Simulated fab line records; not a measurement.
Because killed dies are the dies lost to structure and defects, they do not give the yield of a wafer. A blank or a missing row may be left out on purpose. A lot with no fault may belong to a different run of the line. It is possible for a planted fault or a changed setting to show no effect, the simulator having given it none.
fab line records -- flow n5Finfet
[record] lots = 6, wafers = 18, lastDay = 19
route steps=1938 shown BEOL_M2@846 BEOL_M4@1111 PASSIVATION@1936
lots with no fault: from the same line, run without faults
startH: start of the lot's first displayed wafer, in hours after the record's first day -- waitH: hours from the lot's prior step to this one -- " repeats the value in the row above -- L1.1+2: several wafers, shown together as one row -- - no value, or no start given -- * or withheld: withheld -- < > ~ a bound
route shown NAME@n: names a module that has steps shown in the file, with the first one's number in the route -- usual: mean and standard deviation over wafers with no fault -- same: alike in all rows -- chamber/n: place in a boat -- sites: readings site by site -- _std_site: standard deviation across them -- _edge_site: inner sites' mean taken away from outer sites' mean -- radiusMm: how far each site lies from the wafer's centre -- mask NAME#n: copy n -- behind: the last tool/chamber to shape the wafer -- hold: reason for holding the lot/hours on hold/outcome of the hold -- device: whichever transistor did not switch (one of n, p or np) -- end of line: the route-end tests of the same wafers -- step lacking rows: just its recipe -- killed: not the wafer's yield, but the dies lost to structure and defects at the first sort -- map: the dies of a wafer, with x for killed, . for not killed, _ for no die there
set.NAME: the setting as run; set.NAME@STEP: as run at that earlier step -- model.NAME: the simulator's own value behind a step, which no gauge read
lots at some steps of the route; a table a step, a row a wafer
services: from which hour (startH, from the record's first day; less than 0 if before it) a tool's chamber was out of use, for how many hours, and why
[[steps]]
[step N5_BEOL_M2_COAT_62]
[recipe] resist = SiARC, tempC = 220, timeS = 60, spinRpm = 1500, resistThkNm = 12
[step N5_BEOL_M2_COAT_73]
[recipe] resist = underlayer, tempC = 205, timeS = 60, spinRpm = 1500, resistThkNm = 5
[step N5_BEOL_M2_COAT_05]
[recipe] resist = CAR-EUV, spinRpm = 1500, resistThkNm = 30
[step N5_BEOL_M2_EBR_07]
[recipe] solvent = PGMEA, ebrWidthMm = 1.5
[step N5_BEOL_M2_SOFTBAKE_06]
[recipe] tempC = 110, timeS = 60, resist = CAR-EUV
[step N5_BEOL_M2_EXPOSE_08]
[recipe] maskId = M2, na = 0.33, sourceShape = dipole, sigmaInner = 0.369, sigmaOuter = 0.767, polarization = unpolarized, doseMj = 41.25
[step N5_BEOL_M2_PEB_09]
[recipe] pebTempC = 100, pebTimeS = 60, resist = CAR-EUV
[step N5_BEOL_M2_DEVELOP_10]
[recipe] developTimeS = 30, developer = TMAH, resist = CAR-EUV, rinseLiquid = surfactantRinse, dry = airSpin, devTempC = 23
[step N5_BEOL_M2_CD_MEAS_11]
[recipe] targetCdNm = 16.79, landingEnergyEv = 500, detector = seInlens, polarity = opening
[usual] cdNm = 16.74/0.27
lot.wafer,tool,chamber,startH,waitH,cdNm
L894.1,cdSem-01,0,161.84,-,16.93
L894.4,cdSem-01,0,161.84,-,16.92
L894.5,cdSem-01,0,161.84,-,16.92
L893.1,cdSem-01,0,176.63,-,16.93
L893.3,cdSem-01,0,176.63,-,16.90
L893.5,cdSem-01,0,176.63,-,17.36
L900.1,cdSem-03,0,192.47,-,16.81
L900.5,cdSem-03,0,192.47,-,17.25
L900.6,cdSem-03,0,192.47,-,16.75
L903.1,cdSem-01,0,207.00,-,17.03
L903.3,cdSem-01,0,207.00,-,16.88
L903.4,cdSem-01,0,207.00,-,16.64
L904.1,cdSem-03,0,219.09,-,16.35
L904.2,cdSem-03,0,219.09,-,16.50
L904.3,cdSem-03,0,219.09,-,16.90
L914.1,cdSem-01,0,270.94,-,16.31
L914.2,cdSem-01,0,270.94,-,16.23
L914.6,cdSem-01,0,270.94,-,16.84
[step N5_BEOL_M2_OVL_MEAS_12]
[recipe] pointsPerWafer = 522
[usual] M2_OVL = -0.4/0.65
lot.wafer,tool,chamber,startH,waitH,M2_OVL[nm]
L894.1,overlay-02,0,161.87,0.0,-0.7
L894.4,overlay-02,0,161.87,0.0,-0.5
L894.5,overlay-02,0,161.87,0.0,-0.7
L893.1,overlay-02,0,176.66,0.0,0.3
L893.3,overlay-02,0,176.66,0.0,-0.1
L893.5,overlay-02,0,176.66,0.0,0.1
L900.1,overlay-01,0,192.50,0.0,-0.5
L900.5,overlay-01,0,192.50,0.0,0.1
L900.6,overlay-01,0,192.50,0.0,-1.1
L903.1,overlay-02,0,207.03,0.0,0.3
L903.3,overlay-02,0,207.03,0.0,-0.1
L903.4,overlay-02,0,207.03,0.0,-0.4
L904.1,overlay-02,0,219.13,0.0,-0.3
L904.2,overlay-02,0,219.13,0.0,-0.1
L904.3,overlay-02,0,219.13,0.0,0.1
L914.1,overlay-01,0,270.97,0.0,-0.4
L914.2,overlay-01,0,270.97,0.0,-0.7
L914.6,overlay-01,0,270.97,0.0,-0.4
[step N5_BEOL_M2_INSPECT_13]
[recipe] mode = adi, inspectInstrument = brightfield
[usual] rawDefectCount = 437/100
lot.wafer,tool,chamber,startH,waitH,rawDefectCount
L894.1,defectInspect-01,-,161.93,0.1,343
L894.4,defectInspect-01,-,161.93,0.1,344
L894.5,defectInspect-01,-,161.93,0.1,272
L893.1,defectInspect-02,-,176.72,0.1,497
L893.3,defectInspect-02,-,176.72,0.1,472
L893.5,defectInspect-02,-,176.72,0.1,349
L900.1,defectInspect-02,-,192.56,0.1,295
L900.5,defectInspect-02,-,192.56,0.1,469
L900.6,defectInspect-02,-,192.56,0.1,492
L903.1,defectInspect-02,-,207.09,0.1,355
L903.3,defectInspect-02,-,207.09,0.1,610
L903.4,defectInspect-02,-,207.09,0.1,521
L904.1,defectInspect-02,-,219.18,0.1,366
L904.2,defectInspect-02,-,219.18,0.1,556
L904.3,defectInspect-02,-,219.18,0.1,428
L914.1,defectInspect-01,-,271.03,0.1,540
L914.2,defectInspect-01,-,271.03,0.1,601
L914.6,defectInspect-01,-,271.03,0.1,337
[step N5_BEOL_M2_DESCUM_16]
[recipe] chemistry = O2, timeS = 7, sourcePowerW = 50, biasPowerW = 20, pressureMtorr = 20, rfFrequencyHz = 2.712e+07, tempC = 40, resist = CAR-EUV, o2FlowSccm = 225
[usual] drypumpMotorCurrentA = 5.8/0.45, oesProductAu = 0.74/0.075, rfFwdPowerW = 49.50/0.2, rfVppV = 243.4/1.5, showerheadPlenumPTorr = 2.11/0.087, throttleValvePct = 20.52/0.24
lot.wafer,tool,chamber,startH,waitH,drypumpMotorCurrentA,oesProductAu,rfFwdPowerW,rfHoursCounterH,rfVppV,showerheadPlenumPTorr,throttleValvePct
L894.1,rieDiel-02,1,161.96,0.0,5.8,0.73,49.32,195,245.5,2.17,20.64
L894.4,rieDiel-02,3,161.96,0.0,4.9,0.73,49.70,208,243.1,2.05,20.31
L894.5,rieDiel-02,0,161.96,0.0,5.8,0.71,49.56,-,242.1,1.98,20.43
L893.1,rieDiel-05,2,176.75,0.0,5.5,0.74,49.24,197,243.1,2.19,20.45
L893.3,rieDiel-05,3,176.75,0.0,6.1,0.76,49.65,161,242.3,2.08,20.42
L893.5,rieDiel-05,0,176.75,0.0,5.6,0.70,49.52,-,240.9,2.08,20.92
L900.1,rieDiel-02,3,192.79,0.2,4.9,0.71,49.60,219,242.5,2.05,20.33
L900.5,rieDiel-02,0,192.79,0.2,5.8,0.70,49.90,-,240.7,1.98,20.43
L900.6,rieDiel-02,1,192.79,0.2,5.8,0.71,49.51,-,244.9,2.16,20.65
L903.1,rieDiel-02,3,207.16,0.1,4.9,0.70,49.64,224,243.1,2.05,20.31
L903.3,rieDiel-02,1,207.16,0.1,5.8,0.70,49.49,210,244.2,2.16,20.66
L903.4,rieDiel-02,1,207.16,0.1,5.8,0.70,49.57,-,243.7,2.16,20.66
L904.1,rieDiel-05,1,219.37,0.2,6.5,0.67,49.90,246,242.1,1.96,20.57
L904.2,rieDiel-05,3,219.37,0.2,6.1,0.74,49.48,178,241.6,2.07,20.46
L904.3,rieDiel-05,2,219.37,0.2,5.6,0.72,49.16,213,243.4,2.18,20.47
L914.1,rieDiel-04,2,271.50,0.5,6.0,0.72,49.35,221,242.2,1.98,20.34
L914.2,rieDiel-04,1,271.50,0.5,5.3,0.69,49.46,242,246.6,2.17,20.98
L914.6,rieDiel-04,1,271.50,0.5,5.3,0.69,49.37,-,245.1,2.17,20.97
[step N5_BEOL_M2_ETCH_74]
[recipe] chemistry = N2/H2, target = underlayer, targetDepthA = 65, maskMaterial = CAR-EUV, timeS = 5.2, ionEnergyEv = 200, pressureMtorr = 30, sourceW = 840, biasW = 150, n2FlowSccm = 200, h2FlowSccm = 200, ends = cleared
[usual] drypumpMotorCurrentA = 5.8/0.45, etchRfOnTimeS = 5.28/0.17, h2FlowSccm = 199.9/0.6, oesProductAu = 0.63/0.066, rfFwdPowerW = 818.9/2.5, rfVppV = 524/3.1, showerheadPlenumPTorr = 2.57/0.098, throttleValvePct = 17.95/0.25
lot.wafer,tool,chamber,startH,waitH,drypumpMotorCurrentA,etchRfOnTimeS,h2FlowSccm,oesProductAu,rfFwdPowerW,rfHoursCounterH,rfVppV,showerheadPlenumPTorr,throttleValvePct
L894.1,rieDiel-02,1,162.00,0.0,5.8,5.49,199.6,0.60,815.0,195,526,2.64,18.10
L894.4,rieDiel-02,3,162.00,0.0,4.9,5.06,200.1,0.61,815.5,208,523,2.53,17.97
L894.5,rieDiel-02,0,162.00,0.0,5.7,5.44,200.3,0.60,816.4,-,519,2.39,17.77
L893.1,rieDiel-05,2,176.79,0.0,5.5,5.24,200.0,0.62,815.1,197,526,2.64,17.87
L893.3,rieDiel-05,3,176.79,0.0,6.1,5.26,199.9,0.65,815.2,161,525,2.53,17.87
L893.5,rieDiel-05,0,176.79,0.0,5.6,5.49,200.1,0.59,818.2,-,526,2.54,18.30
L900.1,rieDiel-02,3,192.83,0.0,4.9,6.38,200.0,0.53,613.1,219,573,2.53,17.97
L900.5,rieDiel-02,0,192.83,0.0,5.8,6.80,199.9,0.53,619.1,-,569,2.38,17.80
L900.6,rieDiel-02,1,192.83,0.0,5.8,6.99,199.9,0.53,620.7,-,575,2.64,18.09
L903.1,rieDiel-02,3,207.20,0.0,4.9,6.33,200.3,0.54,615.9,224,573,2.52,18.01
L903.3,rieDiel-02,1,207.20,0.0,5.8,6.88,199.4,0.52,620.6,210,576,2.64,18.09
L903.4,rieDiel-02,1,207.20,0.0,5.8,6.83,199.0,0.52,615.7,-,574,2.64,18.11
L904.1,rieDiel-05,1,219.41,0.0,6.5,5.43,201.1,0.56,821.5,246,520,2.38,18.11
L904.2,rieDiel-05,3,219.41,0.0,6.1,5.16,200.4,0.63,820.3,178,522,2.52,17.88
L904.3,rieDiel-05,2,219.41,0.0,5.5,5.19,200.2,0.62,816.3,213,527,2.64,17.90
L914.1,rieDiel-04,2,271.54,0.0,6.1,5.20,199.7,0.60,819.3,221,520,2.42,17.98
L914.2,rieDiel-04,1,271.54,0.0,5.3,5.51,199.5,0.58,820.7,242,528,2.62,18.26
L914.6,rieDiel-04,1,271.54,0.0,5.3,5.51,199.2,0.57,818.9,-,526,2.62,18.27
[step N5_BEOL_M2_ETCH_63]
[recipe] chemistry = CF4, target = SiARC, targetDepthA = 156, maskMaterial = CAR-EUV, timeS = 26, ionEnergyEv = 80, pressureMtorr = 40, sourceW = 545, biasW = 36, Ar_flow_sccm = 100, cf4FlowSccm = 100, ends = cleared
[usual] cf4FlowSccm = 100.02/0.27, drypumpMotorCurrentA = 5.8/0.44, etchRfOnTimeS = 26.4/0.88, oesProductAu = 0.63/0.065, rfFwdPowerW = 533.2/2.5, rfVppV = 184.3/1.2, showerheadPlenumPTorr = 2.16/0.076, throttleValvePct = 15.70/0.24
lot.wafer,tool,chamber,startH,waitH,cf4FlowSccm,drypumpMotorCurrentA,etchRfOnTimeS,oesProductAu,rfFwdPowerW,rfHoursCounterH,rfVppV,showerheadPlenumPTorr,throttleValvePct
L894.1,rieDiel-02,1,162.01,0.0,99.74,5.8,27.4,0.61,529.9,195,184.6,2.20,15.76
L894.4,rieDiel-02,3,162.01,0.0,100.11,4.9,25.4,0.62,537.5,208,184.7,2.12,15.70
L894.5,rieDiel-02,0,162.01,0.0,99.84,5.7,27.0,0.60,532.5,-,184.3,2.03,15.61
L893.1,rieDiel-05,2,176.80,0.0,100.54,5.5,26.4,0.61,532.1,197,184.0,2.21,15.47
L893.3,rieDiel-05,3,176.80,0.0,100.04,6.1,26.2,0.64,528.8,161,184.7,2.14,15.75
L893.5,rieDiel-05,0,176.80,0.0,100.01,5.6,27.6,0.59,537.5,-,183.1,2.12,16.00
L900.1,rieDiel-02,3,192.84,0.0,100.17,4.9,25.1,0.61,535.1,219,183.1,2.12,15.72
L900.5,rieDiel-02,0,192.84,0.0,99.82,5.8,27.1,0.58,531.5,-,183.2,2.03,15.65
L900.6,rieDiel-02,1,192.84,0.0,99.95,5.8,27.1,0.60,528.9,-,185.6,2.20,15.81
L903.1,rieDiel-02,3,207.21,0.0,99.82,4.9,25.3,0.61,533.3,224,183.7,2.11,15.73
L903.3,rieDiel-02,1,207.21,0.0,100.09,5.8,27.8,0.59,532.2,210,186.6,2.20,15.81
L903.4,rieDiel-02,1,207.21,0.0,100.00,5.8,27.5,0.59,532.1,-,184.8,2.20,15.80
L904.1,rieDiel-05,1,219.43,0.0,99.99,6.4,27.6,0.56,534.9,246,183.5,2.03,15.89
L904.2,rieDiel-05,3,219.43,0.0,100.20,6.1,26.2,0.63,532.8,178,184.1,2.13,15.77
L904.3,rieDiel-05,2,219.43,0.0,99.52,5.5,26.0,0.62,532.8,213,184.0,2.20,15.53
L914.1,rieDiel-04,2,271.55,0.0,99.66,6.0,26.0,0.61,534.2,221,182.9,2.03,15.55
L914.2,rieDiel-04,1,271.55,0.0,99.94,5.3,27.2,0.58,532.8,242,185.0,2.21,16.12
L914.6,rieDiel-04,1,271.55,0.0,99.98,5.3,27.3,0.58,533.4,-,183.8,2.21,16.12
[step N5_BEOL_M4_RC_MEAS_101]
[usual] DIBL_N = 36.6/1.9, DIBL_P = 36.7/2.2, IOFF_N = 0.16/0.035, IOFF_P = 0.22/0.038, ION_N = 672/14, ION_P = 462/8.3, SS_N = 71.6/0.65, SS_P = 73.5/0.72, VT_N = 250/3.5, VT_P = -250/3.1
lot.wafer,tool,chamber,startH,waitH,DIBL_N[mV/V],DIBL_P[mV/V],IOFF_N[nA/um],IOFF_P[nA/um],ION_N[uA/um],ION_P[uA/um],SS_N[mV/dec],SS_P[mV/dec],VT_N[mV],VT_P[mV]
L894.1,prober-02,0,213.09,0.0,37.2,37.7,0.17,0.23,687,473,71.9,73.8,248,-251
L894.4,prober-02,0,213.09,0.0,37.3,38.8,0.18,0.25,663,464,72.0,73.3,249,-246
L894.5,prober-02,0,213.09,0.0,34.1,34.8,0.12,0.18,682,464,71.7,73.3,255,-252
L893.1,prober-02,0,218.22,0.0,32.9,32.0,0.11,0.17,673,468,70.0,72.3,252,-248
L893.3,prober-02,0,218.22,0.0,35.2,35.0,0.13,0.21,657,465,70.7,72.8,253,-245
L893.5,prober-02,0,218.22,0.0,35.5,35.4,0.14,0.22,659,463,70.8,73.1,251,-247
L900.1,prober-02,0,249.12,0.0,35.6,36.2,0.14,0.20,654,455,71.2,72.7,252,-253
L900.5,prober-02,0,249.12,0.0,36.5,36.0,0.14,0.19,669,463,71.6,72.9,252,-251
L900.6,prober-02,0,249.12,0.0,35.6,35.9,0.13,0.19,660,450,71.8,73.9,254,-251
L903.1,prober-01,0,257.52,0.0,36.8,34.5,0.15,0.22,672,464,71.9,73.1,252,-247
L903.3,prober-01,0,257.52,0.0,35.7,33.8,0.13,0.21,663,464,71.1,72.9,253,-248
L903.4,prober-01,0,257.52,0.0,37.9,35.3,0.16,0.23,656,454,71.9,73.7,251,-247
L904.1,prober-01,0,271.92,0.0,36.7,36.6,0.16,0.21,663,456,72.2,73.3,249,-252
L904.2,prober-01,0,271.92,0.0,35.8,35.7,0.15,0.20,681,470,71.4,73.1,248,-252
L904.3,prober-01,0,271.92,0.0,34.7,34.2,0.13,0.18,677,462,71.1,73.0,253,-253
L914.1,prober-01,0,327.85,0.0,39.5,41.3,0.23,0.30,693,471,72.2,74.0,245,-245
L914.2,prober-01,0,327.85,0.0,34.9,35.8,0.13,0.19,670,464,71.5,73.0,251,-253
L914.6,prober-01,0,327.85,0.0,38.2,40.7,0.21,0.30,698,471,71.8,73.9,246,-245
[step N5_PASSIVATION_PROBE_49]
[usual] defectLimitedYield = 91.6/1.4, killed_at_M0_to_M3 = 35/10, killed_at_M4_up = 13/4.8, killedAtContacts = 12/7.2, killedAtFrontEnd = 36/12, killedAtOther = 4/3.1, killedDies = 100/17, killedOpen = 66/13, killedShort = 32/7.3, sort_bin_5_function = 5.0/0.94, sort_bin_6_memory = 3.1/0.67, sort_bin_8_speed = 0.01/0.047, sortNPass = 1080/17
[same] grossDies = 1180, killedAtBackSide = 0, sort_bin_4_leakage[%] = 0
lot.wafer,tool,chamber,startH,waitH,defectLimitedYield[%],killed_at_M0_to_M3,killed_at_M4_up,killedAtContacts,killedAtFrontEnd,killedAtOther,killedDies,killedOpen,killedShort,sort_bin_5_function[%],sort_bin_6_memory[%],sort_bin_8_speed[%],sortNPass
L894.1,prober-02,-,323.37,0.0,90.6,47,18,6,39,1,111,69,36,5.3,3.1,0,1069
L894.4,prober-02,-,323.52,0.2,91.9,34,13,13,30,5,95,70,25,5.2,2.9,0,1085
L894.5,prober-02,-,323.57,0.2,90.7,38,9,16,44,3,110,77,32,4.9,4.2,0,1070
L903.1,prober-02,-,377.05,0.3,91.7,40,5,14,35,4,98,59,39,5.0,3.1,0,1082
L903.3,prober-02,-,377.15,0.4,91.1,35,17,5,39,9,105,65,40,4.7,3.8,0,1075
L903.4,prober-02,-,377.20,0.5,88.6,54,11,8,55,6,134,92,41,6.9,4.3,0,1046
L914.1,prober-02,-,448.75,0.0,91.2,26,6,17,52,3,104,75,29,4.6,4.1,0,1076
L914.2,prober-02,-,448.80,0.1,89.7,31,21,18,46,5,121,86,35,6.2,3.8,0,1059
L914.6,prober-02,-,449.00,0.3,91.3,43,6,22,29,3,103,67,36,4.6,4.0,0,1077
// killed by level:class
L894.1 BEOL_M2:geometricParticle:open=12 FIN_SAQP:geometricParticle:open=8 BEOL_M1:geometricParticle:open=8 BEOL_M0_SAQP:geometricParticle:short=7 BEOL_M3:geometricParticle:open=7 BEOL_M4:geometricParticle:short=7 BEOL_M0_SAQP:geometricParticle:open=5 FIN_SAQP:geometricParticle:short=4
L894.4 MOL_CONTACT_COAG:geometricParticle:open=10 BEOL_M2:geometricParticle:open=10 BEOL_M4:geometricParticle:open=8 GATE_CUT:geometricParticle:open=6 BEOL_M0_SAQP:geometricParticle:open=6 BEOL_M1:geometricParticle:open=6 GATE_CUT:geometricParticle:short=5 BEOL_M0_SAQP:geometricParticle:short=5
L894.5 FIN_SAQP:geometricParticle:open=13 MOL_CONTACT_COAG:geometricParticle:open=13 BEOL_M1:geometricParticle:open=11 BEOL_M0_SAQP:geometricParticle:open=9 GATE_CUT:geometricParticle:open=5 SPACER0:geometricParticle:short=4 BEOL_M0_SAQP:geometricParticle:short=4 BEOL_M3:geometricParticle:open=4
L903.1 MOL_CONTACT_COAG:geometricParticle:open=12 FIN_SAQP:geometricParticle:short=11 BEOL_M3:geometricParticle:open=9 BEOL_M0_SAQP:geometricParticle:open=8 BEOL_M0_SAQP:geometricParticle:short=7 FIN_SAQP:geometricParticle:open=6 BEOL_M3:geometricParticle:short=5 FIN_CUT:geometricParticle:short=3
L903.3 FIN_SAQP:geometricParticle:open=13 BEOL_M4:geometricParticle:open=13 FIN_SAQP:geometricParticle:short=8 BEOL_M2:geometricParticle:open=7 BEOL_M0_SAQP:geometricParticle:short=7 BEOL_M1:geometricParticle:short=6 BEOL_M1:geometricParticle:open=6 MOL_CONTACT_COAG:geometricParticle:open=5
L903.4 BEOL_M0_SAQP:geometricParticle:open=19 FIN_SAQP:geometricParticle:open=16 STI_FIN_REVEAL:geometricParticle:open=15 BEOL_M0_SAQP:geometricParticle:short=11 BEOL_M3:geometricParticle:open=9 FIN_SAQP:geometricParticle:short=7 MOL_CONTACT_COAG:geometricParticle:open=6 BEOL_M2:geometricParticle:open=6
L914.1 MOL_CONTACT_COAG:geometricParticle:open=17 STI_FIN_REVEAL:geometricParticle:open=9 FIN_SAQP:geometricParticle:open=8 ILD0:geometricParticle:short=6 BEOL_M1:geometricParticle:open=6 FIN_SAQP:geometricParticle:short=5 DUMMY_GATE:geometricParticle:open=5 BEOL_M2:geometricParticle:open=5
L914.2 MOL_CONTACT_COAG:geometricParticle:open=14 FIN_SAQP:geometricParticle:open=10 STI_FIN_REVEAL:geometricParticle:open=8 BEOL_M1:geometricParticle:open=7 GATE_CUT:geometricParticle:short=7 BEOL_M3:geometricParticle:open=7 BEOL_M4:geometricParticle:open=6 GATE_CUT:geometricParticle:open=4
L914.6 MOL_CONTACT_COAG:geometricParticle:open=15 BEOL_M0:geometricParticle:open=11 BEOL_M0_SAQP:geometricParticle:open=8 MOL_CONTACT_COAG:geometricParticle:short=7 BEOL_M0_SAQP:geometricParticle:short=7 BEOL_M3:geometricParticle:open=6 FIN_SAQP:geometricParticle:short=5 DUMMY_GATE:geometricParticle:open=5
[[services]]
tool,chamber,startH,hours,kind
rieDiel-04,0,146.11,2.5,repair
rieDiel-02,0,205.33,-,clean
rieDiel-02,0,205.33,-,consumableReplace:focusRing
rieDiel-02,0,205.33,-,consumableReplace:showerhead
rieDiel-02,0,205.33,23.1,scheduledDown
rieDiel-02,0,205.33,23.1,ventCycle
rieDiel-05,1,232.24,-,clean
rieDiel-05,1,232.24,-,consumableReplace:focusRing
rieDiel-05,1,232.24,-,consumableReplace:showerhead
rieDiel-05,1,232.24,23.2,scheduledDown
rieDiel-05,1,232.24,23.2,ventCycle
rieDiel-02,1,236.01,1.8,repair
rieDiel-04,-,241.54,0.5,repair
rieDiel-02,-,268.92,2.8,pm
[[key]]
[firstSign] step = N5_BEOL_M2_ETCH_74, reading = rfFwdPowerW, direction = down, sigmas = 81, usual = *, struck = *
[effect] step = N5_BEOL_M2_ETCH_74, reading = rfVppV, direction = up, sigmas = 16, usual = 524, struck = 573
metAt N5_BEOL_M2_ETCH_74
struckWafers L900.1,L900.5,L900.6,L903.1,L903.3,L903.4
onsetBetween 162.00 192.83
[fault] kind = processParameterDrift, tool = rieDiel-02, chamber = -, onsetH = 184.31, steps = N5_BEOL_M2_ETCH_74, channel = sourceW, offset = -201.6, shape = step, endH = 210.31, actsIn = theseRecipesOnly, stated = 840
